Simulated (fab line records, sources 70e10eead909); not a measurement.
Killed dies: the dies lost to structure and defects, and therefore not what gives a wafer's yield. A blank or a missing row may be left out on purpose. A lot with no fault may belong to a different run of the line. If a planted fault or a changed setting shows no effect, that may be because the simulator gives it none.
Which of the tools did it? -- flow nandHarc -- 10 lots with 30 wafers sampled at 5 steps, on a route of 1302 steps

WHAT EACH GAUGE READ, for each wafer
NHARC_P_M0_CD_MEAS_09: the cd target is 90 nm. Usual: cdNm 90.0 nm, standard deviation 0.58.
lot,measured,on,cdNm (nm),flag
L972,day 5 22:11,cdSem-02,90.3 90.9 91.3,
L977,day 8 06:32,cdSem-01,90.4 90.1 90.0,
L981,day 9 16:10,cdSem-01,117.4 118.5 118.2,OFF
L982,day 10 13:35,cdSem-01,89.6 90.9 90.7,
L983,day 10 17:53,cdSem-03,114.6 114.5 114.6,OFF
L987,day 12 02:50,cdSem-02,89.7 90.6 89.9,
L988,day 13 03:51,cdSem-02,90.4 91.0 90.3,
L990,day 13 19:05,cdSem-03,89.3 88.7 89.5,
L991,day 14 07:00,cdSem-01,90.5 89.5 90.3,
L995,day 15 14:04,cdSem-03,89.5 89.8 89.3,

TOOL THAT RAN EACH LOT (tool first, then ch and the chambers of the sampled wafers, then the start)
lot,NHARC_P_CONTACT_ETCH_35,NHARC_P_CONTACT_CVD_23,NHARC_P_CONTACT_CMP_24,NHARC_P_M0_EXPOSE_06
L972,"rieDiel-11 ch 2,3, day 5 18:09","cvdW-01 ch 0,1, day 5 20:52 or earlier","cmp-04 ch 0,1,3, day 5 20:52","arfiScanner-02 ch 0, day 5 22:02"
L977,"rieDiel-10 ch 1,2,3, day 8 02:39","cvdW-02 ch 0,1, day 8 05:14 or earlier","cmp-04 ch 0,3, day 8 05:14","arfiScanner-01 ch 0, day 8 06:24"
L981,"rieDiel-10 ch 0,1,3, day 9 11:44","cvdW-02 ch 1, day 9 15:01 or earlier","cmp-03 ch 1,2, day 9 15:01","arfiScanner-03 ch 0, day 9 16:02"
L982,"rieDiel-10 ch 1,2,3, day 10 09:46","cvdW-02 ch 0,1, day 10 12:24 or earlier","cmp-04 ch 0,1,2, day 10 12:24","arfiScanner-01 ch 0, day 10 13:28"
L983,"rieDiel-06 ch 0,1,3, day 10 13:58","cvdW-01 ch 0,1, day 10 16:35 or earlier","cmp-03 ch 0,2,3, day 10 16:35","arfiScanner-03 ch 0, day 10 17:45"
L987,"rieDiel-10 ch 1,2, day 11 22:55","cvdW-02 ch 0,1, day 12 01:35 or earlier","cmp-02 ch 0,1,3, day 12 01:35","arfiScanner-02 ch 0, day 12 02:42"
L988,"rieDiel-10 ch 1,3, day 12 23:56","cvdW-02 ch 0,1, day 13 02:32 or earlier","cmp-04 ch 1,2, day 13 02:32","arfiScanner-01 ch 0, day 13 03:43"
L990,"rieDiel-11 ch 0,2,3, day 13 15:11","cvdW-02 ch 0,1, day 13 17:50 or earlier","cmp-03 ch 0,1,2, day 13 17:50","arfiScanner-02 ch 0, day 13 18:56"
L991,"rieDiel-11 ch 1,2,3, day 14 03:07","cvdW-02 ch 0,1, day 14 05:42 or earlier","cmp-02 ch 1,2,3, day 14 05:42","arfiScanner-01 ch 0, day 14 06:52"
L995,"rieDiel-11 ch 1,2, day 15 10:08","cvdW-02 ch 0,1, day 15 12:51 or earlier","cmp-03 ch 0,1,2, day 15 12:51","arfiScanner-02 ch 0, day 15 13:56"
- NHARC_P_CONTACT_ETCH_35: etches the open film in CF4, target depth 39 nm, time 65 s.
- NHARC_P_CONTACT_CVD_23: deposits W, target thk 200 nm, time 557 s.
- NHARC_P_CONTACT_CMP_24: polishes, t overpolish 30 s, target thk 200 nm.
- NHARC_P_M0_EXPOSE_06: exposes mask P M0, target cd 90 nm.

WHAT THE TOOLS THEMSELVES READ (means of the sampled wafers that have a number; where no wafer has one, the mark that the record gives instead)
NHARC_P_CONTACT_ETCH_35. Usual: drypumpMotorCurrentA 5.7 A, standard deviation 0.49; oesProductAu 0.999 a.u., standard deviation 0.0083; rfVppV 151.2 V, standard deviation 1.1; showerheadPlenumPTorr 1.77 Torr, standard deviation 0.071; throttleValvePct 13.285 %, standard deviation 0.0086.
lot,tool,drypumpMotorCurrentA (A),oesProductAu (a.u.),rfVppV (V),showerheadPlenumPTorr (Torr),throttleValvePct (%),flag
L972,rieDiel-11,5.4,1.003,152.6,1.84,13.281,
L977,rieDiel-10,5.6,1.003,151.8,1.78,13.284,
L981,rieDiel-10,5.8,1.006,151.8,1.83,13.286,
L982,rieDiel-10,5.6,1.007,151.0,1.77,13.285,
L983,rieDiel-06,5.6,0.998,150.9,1.71,13.291,
L987,rieDiel-10,5.5,0.989,152.0,1.78,13.282,
L988,rieDiel-10,5.7,0.995,151.4,1.82,13.285,
L990,rieDiel-11,5.9,1.011,152.0,1.81,13.284,
L991,rieDiel-11,5.5,1.002,151.6,1.79,13.287,
L995,rieDiel-11,6.0,1.012,151.2,1.78,13.286,

NHARC_P_CONTACT_CVD_23. Usual: heaterPowerW 502 W, standard deviation 69; throttleValvePct 8.12 %, standard deviation 0.22.
lot,tool,heaterPowerW (W),throttleValvePct (%),flag
L972,cvdW-01,409,8.08,
L977,cvdW-02,547,8.03,
L981,cvdW-02,580,8.35,
L982,cvdW-02,553,8.06,
L983,cvdW-01,413,7.88,
L987,cvdW-02,566,8.12,
L988,cvdW-02,535,8.09,
L990,cvdW-02,549,8.18,
L991,cvdW-02,556,8.18,
L995,cvdW-02,539,8.32,

NHARC_P_CONTACT_CMP_24. Usual: motorCurrentA 12.5 A, standard deviation 1.3; overpolishRunS 29.999 s, standard deviation 0.0089; timeToEndpointS 40.4 s, standard deviation 2.5.
lot,tool,motorCurrentA (A),overpolishRunS (s),timeToEndpointS (s),flag
L972,cmp-04,14.1,30.015,41.1,
L977,cmp-04,14.4,29.998,38.3,
L981,cmp-03,12.2,29.997,39.8,
L982,cmp-04,13.3,30.004,41.0,
L983,cmp-03,12.0,29.992,39.4,
L987,cmp-02,11.7,29.997,36.7,
L988,cmp-04,12.6,29.998,40.0,
L990,cmp-03,11.6,29.997,38.6,
L991,cmp-02,12.1,30.000,39.9,
L995,cmp-03,11.5,29.992,38.1,

NHARC_P_M0_EXPOSE_06. Usual: exposureDoseMJCm2 81.7, standard deviation 0.64.
lot,tool,exposureDoseMJCm2,flag
L972,arfiScanner-02,82.6,
L977,arfiScanner-01,81.2,
L981,arfiScanner-03,128.0,OFF
L982,arfiScanner-01,81.1,
L983,arfiScanner-03,120.0,OFF
L987,arfiScanner-02,82.5,
L988,arfiScanner-01,81.3,
L990,arfiScanner-02,82.6,
L991,arfiScanner-01,81.1,
L995,arfiScanner-02,82.5,

THE ANSWER, worked out from the rows above alone
Rule: a lot is off if the mean of its wafers that have a number lies more than 3 standard deviations from the usual mean. A lot without any number at a reading at which 4 lots or more have one is off too. Any other lot the step has rows for is counted as sound. Order of review: gauges by route order, followed by the tools' own readings, for which a lot's mean as printed above is used. The first step at which some lot is off is used, and at that step the reading that is off furthest; a lot without a number counts as furthest.
Off: L981, L983, at NHARC_P_M0_CD_MEAS_09 (cdNm).
A tool fits if, at a process step before that reading, it ran every lot that is off, and no sound lot after the first of them. Not tried: the gauges at NHARC_P_M0_CD_MEAS_09; whatever is off there is also off at NHARC_P_M0_EXPOSE_06, on other tools, and gauge error can't account for it. With no start given for some of its lots, NHARC_P_CONTACT_CVD_23 uses the hours and lot order of NHARC_P_CONTACT_CMP_24. One candidate fits, namely arfiScanner-03 at NHARC_P_M0_EXPOSE_06. It ran no sound lot before its first lot that is off in this sample, so the start can't be narrowed down.
On the lots that are off, the tool's own readings at NHARC_P_M0_EXPOSE_06 differ by more than 5 times the standard deviation of the sound lots' means, which bears it out; exposureDoseMJCm2 reads 124.0 there versus 81.9 on the sound lots.

WHAT THE SIMULATOR PUT IN
Process parameter drift: arfiScanner-03, from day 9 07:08 on, at NHARC_P_M0_EXPOSE_06. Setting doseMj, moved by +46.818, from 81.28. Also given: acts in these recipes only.
Shown lots that were struck: L981, L983. This agrees with what the rule above found.
